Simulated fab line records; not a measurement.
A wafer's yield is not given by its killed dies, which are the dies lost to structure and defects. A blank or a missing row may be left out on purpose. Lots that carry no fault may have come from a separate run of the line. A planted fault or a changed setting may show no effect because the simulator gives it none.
Code-filled problem report in 8D (eight disciplines) form | flow n5_finfet | the parts of the form that need people (team, actions taken, sign-off) are left out

== 1. THE ISSUE ==
killed_at_M0_to_M3 at N5_PASSIVATION_PROBE_49 reads a mean of 115 on 6 wafers of 2 lots; wafers without a fault read 35 with a standard deviation of 11. Measured from the usual mean, that is +7.3 standard deviations.
Earliest sighting: wafer L630.1 on prober-02 at day 16 09:38. At this step, 21 wafers from 7 lots have a number in the record. The rule behind "out" and "out of limits": a value lying over 4 standard deviations away from the usual mean. The rest of the wafers with a number are treated as sound.

== 2. WHAT IT IS, WHAT IT ISN'T ==
question                    | is                     | is not
which readings at this step | killed_at_M0_to_M3     | killed_at_M4_up, killed_at_contacts, killed_at_front_end, killed_open, killed_short, sort_bin_4_leakage, sort_bin_6_memory
which lots                  | L630, L631             | L617, L620, L621, L622, L623
which wafers of those lots  | all that have a number | -
read on which tools         | prober-01, prober-02   | -
when                        | from day 16 09:38      | up to then (15 sound wafers)

== 3. WHAT RULES OUT EACH SUSPECT ==
Counting: a tool at any process step up to the reading remains a suspect when it ran all the lots that are out and ran no sound lot after the first of those.
- rie_diel-01 at N5_BEOL_M1_TRENCH_ETCH_37 (etches SiOC in C4F6/O2, target depth 55.207 nm, time 29 s): kept. Every lot that is out went through it, starting with L630 (day 10 16:13), and after that it ran no sound lot; the last sound lot it ran before then is L622 (day 8 03:47).
- rie_diel-06 at N5_MIM_BOT_LITHO_DESCUM_10 (chemistry O2, time 7.9 s): kept. Every lot that is out went through it, starting with L630 (day 16 01:08), and after that it ran no sound lot; the last sound lot it ran before then is L623 (day 14 04:43).
- rie_diel-04 at N5_PASSIVATION_DESCUM_32 (chemistry O2, time 7.9 s): kept. Every lot that is out went through it, starting with L630 (day 16 04:46), and after that it ran no sound lot; the last sound lot it ran before then is L623 (day 14 08:52).
Still standing after the count: rie_diel-01 at N5_BEOL_M1_TRENCH_ETCH_37, rie_diel-06 at N5_MIM_BOT_LITHO_DESCUM_10, rie_diel-04 at N5_PASSIVATION_DESCUM_32.

== 4. THE CAUSE (what the simulator had put in) ==
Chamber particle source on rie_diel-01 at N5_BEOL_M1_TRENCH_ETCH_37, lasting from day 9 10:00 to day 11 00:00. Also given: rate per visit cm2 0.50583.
After counting, 3 suspects remain, this tool included.

== 5. SEQUENCE OF EFFECTS, ordered by route ==
One row per reading whose mean, taken over the struck wafers that have a number, lies over 3 standard deviations from the usual. Readings are gone through only where the record gives a usual standard deviation; hours: the median, over the lots, of the time from a lot's start at the first step in this table giving one to that lot's start at this step; sigmas: the change measured in usual standard deviations.
hours | step                    | reading              | usual  | on struck wafers | change | sigmas
0     | N5_PASSIVATION_PROBE_49 | defect_limited_yield | 91.0 % | 85.1             | -5.9   | -3.7
0     | N5_PASSIVATION_PROBE_49 | killed_at_M0_to_M3   | 35     | 115              | +80    | +7.3
0     | N5_PASSIVATION_PROBE_49 | killed_dies          | 106    | 176              | +70    | +3.7
0     | N5_PASSIVATION_PROBE_49 | sort_bin_5_function  | 5.3 %  | 9.4              | +4.1   | +4.1
0     | N5_PASSIVATION_PROBE_49 | sort_n_pass          | 1073   | 1004             | -69    | -3.6
0     | N5_PASSIVATION_PROBE_49 | sort_yield_pct       | 91.0 % | 85.1             | -5.9   | -3.7
The process steps in it:
- N5_PASSIVATION_PROBE_49

== 6. WHAT WOULD HAVE CAUGHT IT SOONER ==
168 hours passed between the start of the fault at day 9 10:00 and the first reading out of limits in this record, taken at day 16 09:38.
Of the tool readings at N5_BEOL_M1_TRENCH_ETCH_37 for which the record gives a usual standard deviation, none was out on any struck wafer, so an alarm limit of 4 standard deviations on them would not have fired.
The start of N5_BEOL_M1_TRENCH_ETCH_37 on rie_diel-01 came by day 16 09:38 for every one of the lots that are out (2). Holding the tool at that point would not have protected any of them.
